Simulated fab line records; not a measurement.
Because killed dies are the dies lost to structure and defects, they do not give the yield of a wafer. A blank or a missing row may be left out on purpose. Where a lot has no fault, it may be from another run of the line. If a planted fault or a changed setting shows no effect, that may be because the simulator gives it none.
Which tool was responsible?    flow nandHarc    11 lots with 33 wafers sampled at 4 steps, on a route of 1302 steps

== WHAT THE GAUGES READ, wafer by wafer ==
NHARC_P_M0_CD_MEAS_09: the cd target is 90 nm.
lot   measured      on        cdNm (nm)
L601  day 7 01:25   cdSem-03  89.2 88.9 90.2
L603  day 7 22:48   cdSem-02  88.5 89.0 89.7
L605  day 8 08:42   cdSem-02  90.4 90.5 90.0
L606  day 8 19:40   cdSem-02  90.6 90.4 89.1
L608  day 9 23:44   cdSem-03  90.3 91.0 91.8
L611  day 10 23:06  cdSem-03  90.9 91.1 90.6
L612  day 11 09:28  cdSem-03  94.6 95.5 95.0
L616  day 12 23:58  cdSem-03  95.1 94.7 94.3
L620  day 14 23:27  cdSem-03  89.0 89.8 89.2
L621  day 15 08:02  cdSem-03  89.0 89.0 88.7
L622  day 15 11:33  cdSem-02  89.1 89.2 90.4

== TOOL THAT RAN EACH LOT (tool first, then ch and the chambers of the sampled wafers, then the start) ==
lot   NHARC_P_CONTACT_ETCH_18                       NHARC_P_CONTACT_DEGAS_38     NHARC_P_M0_PEB_07
L601  rieDiel-12 ch 0,1, day 6 23:01 or earlier     pvdSputter-01, day 6 23:01   lithoTrack-04 ch 0, day 7 01:20
L603  rieDiel-05 ch 0,1, day 7 20:23 or earlier     pvdSputter-03, day 7 20:23   lithoTrack-04 ch 0, day 7 22:43
L605  rieDiel-11 ch 1,2,3, day 8 06:18 or earlier   pvdSputter-02, day 8 06:18   lithoTrack-01 ch 0, day 8 08:38
L606  rieDiel-05 ch 0,1,2, day 8 17:17 or earlier   pvdSputter-01, day 8 17:17   lithoTrack-04 ch 0, day 8 19:35
L608  rieDiel-05 ch 0,3, day 9 21:28 or earlier     pvdSputter-02, day 9 21:28   lithoTrack-01 ch 0, day 9 23:39
L611  rieDiel-11 ch 0,2,3, day 10 20:37 or earlier  pvdSputter-01, day 10 20:37  lithoTrack-01 ch 0, day 10 23:01
L612  rieDiel-12 ch 1,2, day 11 07:05 or earlier    pvdSputter-03, day 11 07:05  lithoTrack-01 ch 0, day 11 09:23
L616  rieDiel-05 ch 0,1,3, day 12 21:33 or earlier  pvdSputter-01, day 12 21:33  lithoTrack-01 ch 0, day 12 23:53
L620  rieDiel-12 ch 0,3, day 14 21:02 or earlier    pvdSputter-01, day 14 21:02  lithoTrack-04 ch 0, day 14 23:22
L621  rieDiel-11 ch 0,2,3, day 15 05:40 or earlier  pvdSputter-02, day 15 05:40  lithoTrack-06 ch 0, day 15 07:58
L622  rieDiel-12 ch 0,1,2, day 15 09:10 or earlier  pvdSputter-03, day 15 09:10  lithoTrack-04 ch 0, day 15 11:28
- NHARC_P_CONTACT_ETCH_18: etches the open film in C4F8/O2/Ar, target depth 481 nm, time 240.5 s.
- NHARC_P_CONTACT_DEGAS_38: time 60 s.
- NHARC_P_M0_PEB_07: peb time 65 s.

== AS READ BY THE TOOLS THEMSELVES (means over the sampled wafers that have a number; for cases with no such wafer, the mark the record gives instead) ==
NHARC_P_CONTACT_ETCH_18.
lot   tool        oesProductAu (a.u.)  rfVppV (V)
L601  rieDiel-12  0.964                982
L603  rieDiel-05  0.930                983
L605  rieDiel-11  0.977                983
L606  rieDiel-05  0.932                980
L608  rieDiel-05  0.935                982
L611  rieDiel-11  0.943                984
L612  rieDiel-12  0.983                980
L616  rieDiel-05  0.970                978
L620  rieDiel-12  0.951                977
L621  rieDiel-11  0.927                983
L622  rieDiel-12  0.963                979

NHARC_P_CONTACT_DEGAS_38.
lot   tool           heaterPowerW (W)
L601  pvdSputter-01  441
L603  pvdSputter-03  455
L605  pvdSputter-02  481
L606  pvdSputter-01  492
L608  pvdSputter-02  483
L611  pvdSputter-01  407
L612  pvdSputter-03  457
L616  pvdSputter-01  451
L620  pvdSputter-01  448
L621  pvdSputter-02  519
L622  pvdSputter-03  494

NHARC_P_M0_PEB_07.
lot   tool           heaterPowerTotalW (W)
L601  lithoTrack-04  156.4
L603  lithoTrack-04  156.8
L605  lithoTrack-01  156.5
L606  lithoTrack-04  156.6
L608  lithoTrack-01  156.2
L611  lithoTrack-01  156.3
L612  lithoTrack-01  156.3
L616  lithoTrack-01  156.9
L620  lithoTrack-04  156.6
L621  lithoTrack-06  156.7
L622  lithoTrack-04  156.8

== THE ANSWER, worked out from the rows above alone ==
Rule: the usual values come from the lots themselves. Put in order of their means at a reading, lots are off if they are a third of the lots or fewer, leave a main group of 4 or more, and stand apart from it by a gap of 3 or more times the standard deviation of the main group's means; of several such gaps the widest counts. If all means in a main group match to the digits the tables above print for the reading, that group is not used. Also off: a lot with no number at a reading for which 4 or more lots have one. All remaining lots with rows at the step are treated as sound. The gauges are gone through in route order, then the tools' own readings, and for those a lot's mean is taken as printed above. At the first step where some lot is off, the reading lying furthest off is the one used; lots without a number count as furthest.
Off at NHARC_P_M0_CD_MEAS_09 (cdNm): L612, L616. Mean 89.8 nm and standard deviation 0.72 in the main group.
If a tool, at a process step before that reading, ran all the lots that are off and no sound lot after the first of them, it fits. Those tools and the gauges at NHARC_P_M0_CD_MEAS_09 are tried in the same way. With no start given for some of its lots, NHARC_P_CONTACT_ETCH_18 uses the hours and lot order of NHARC_P_CONTACT_DEGAS_38. One candidate fits, namely lithoTrack-01 at NHARC_P_M0_PEB_07. A fault onset in the window from L611 (day 10 23:01, its last sound lot) to L612 (day 11 09:23, its first lot off) fits.

== WHAT HAD BEEN PUT IN BY THE SIMULATOR ==
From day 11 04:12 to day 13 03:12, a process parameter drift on lithoTrack-01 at NHARC_P_M0_PEB_07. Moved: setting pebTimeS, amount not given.
Struck lots among those shown: L612, L616. The rule above found the same.
